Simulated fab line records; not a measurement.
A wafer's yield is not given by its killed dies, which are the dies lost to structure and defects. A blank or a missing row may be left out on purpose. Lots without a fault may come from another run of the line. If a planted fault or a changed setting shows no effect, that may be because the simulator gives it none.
Matching of chambers + flow n5-finfet + rie-si-05 running N5_FIN_SAQP_MANDREL1_REMOVE_56: 4 sister chambers
The step chemistry HBr/Cl2/O2, target a-Si, stops on SiNx, bt time 10 s. 18 wafers are shown with their chamber, then 9 later ones without.

== WAFERS WITH THEIR CHAMBER ==
| wafer  | chamber | drypump-motor-current-A (A) | he-backside-leak-sccm (sccm) | oes-product-au (a.u.) |
|--------|---------|-----------------------------|------------------------------|-----------------------|
| L076.1 | 2       | 5.2                         | 2.5                          | 0.992                 |
| L076.2 | 1       | 6.6                         | 2.5                          | 1.000                 |
| L076.6 | 2       | 5.2                         | 2.5                          | 1.002                 |
| L078.1 | 0       | 5.1                         | 2.6                          | 0.979                 |
| L078.2 | 1       | 6.6                         | 2.3                          | 0.994                 |
| L078.6 | 2       | 5.2                         | 2.4                          | 0.996                 |
| L080.1 | 0       | 5.1                         | 2.6                          | 0.983                 |
| L080.2 | 1       | 6.6                         | 2.4                          | 1.015                 |
| L080.6 | 2       | 5.2                         | 2.5                          | 1.002                 |
| L081.2 | 2       | 5.2                         | 2.4                          | 1.006                 |
| L081.3 | 0       | 5.1                         | 2.6                          | 0.978                 |
| L081.5 | 2       | 5.2                         | 2.3                          | 0.992                 |
| L086.4 | 2       | 5.2                         | 2.5                          | 1.011                 |
| L086.5 | 1       | 6.6                         | 2.4                          | 1.011                 |
| L086.6 | 2       | 5.2                         | 2.4                          | 1.003                 |
| L088.2 | 3       | 6.6                         | 2.9                          | 0.993                 |
| L088.3 | 1       | 6.6                         | 2.4                          | 0.997                 |
| L088.6 | 1       | 6.5                         | 2.5                          | 1.008                 |

SIGNATURES (averages over the wafers above)
| reading                 | chamber 0 | chamber 1 | chamber 2 | chamber 3 | scatter within a chamber |
|-------------------------|-----------|-----------|-----------|-----------|--------------------------|
| drypump-motor-current-A | 5.100     | 6.583     | 5.200     | 6.600     | 0.0244                   |
| he-backside-leak-sccm   | 2.600     | 2.417     | 2.438     | 2.900     | 0.0692                   |
| oes-product-au          | 0.98000   | 1.00417   | 1.00050   | 0.99300   | 0.00697                  |
Rule: distance of a wafer from a chamber = root of the sum over the readings of ((wafer's reading minus chamber's mean) / reading's scatter) squared. If the next closest chamber is less than 2 further off than the closest, the wafer can't be placed; otherwise it belongs to the closest. The scatter: take each reading less its chamber's mean, square it, sum over the shown wafers, divide by the number of wafers less the number of chambers, and take the root.

== WAFERS WHOSE CHAMBER IS MISSING ==
| wafer  | drypump-motor-current-A (A) | he-backside-leak-sccm (sccm) | oes-product-au (a.u.) |
|--------|-----------------------------|------------------------------|-----------------------|
| L091.1 | 6.6                         | 2.2                          | 0.995                 |
| L091.3 | 5.1                         | 2.4                          | 0.981                 |
| L091.4 | 6.6                         | 2.8                          | 0.999                 |
| L092.1 | 5.1                         | 2.5                          | 0.980                 |
| L092.4 | 6.5                         | 2.8                          | 1.002                 |
| L092.5 | 6.6                         | 2.9                          | 1.015                 |
| L093.1 | 5.2                         | 2.3                          | 1.002                 |
| L093.4 | 5.1                         | 2.6                          | 0.982                 |
| L093.5 | 6.6                         | 2.4                          | 0.986                 |

== WHICH CHAMBER EACH ONE RAN IN ==
| wafer  | from the rows above     | in truth |
|--------|-------------------------|----------|
| L091.1 | 1                       | 1        |
| L091.3 | 0                       | 0        |
| L091.4 | 3                       | 3        |
| L092.1 | 0                       | 0        |
| L092.4 | can't be placed: 3 or 1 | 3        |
| L092.5 | 3                       | 3        |
| L093.1 | 2                       | 2        |
| L093.4 | 0                       | 0        |
| L093.5 | 1                       | 1        |
Correctly placed: 8 of 9. From these rows, 1 cannot be placed; in 1 the true chamber is one of the candidates. Wrongly placed: 0.
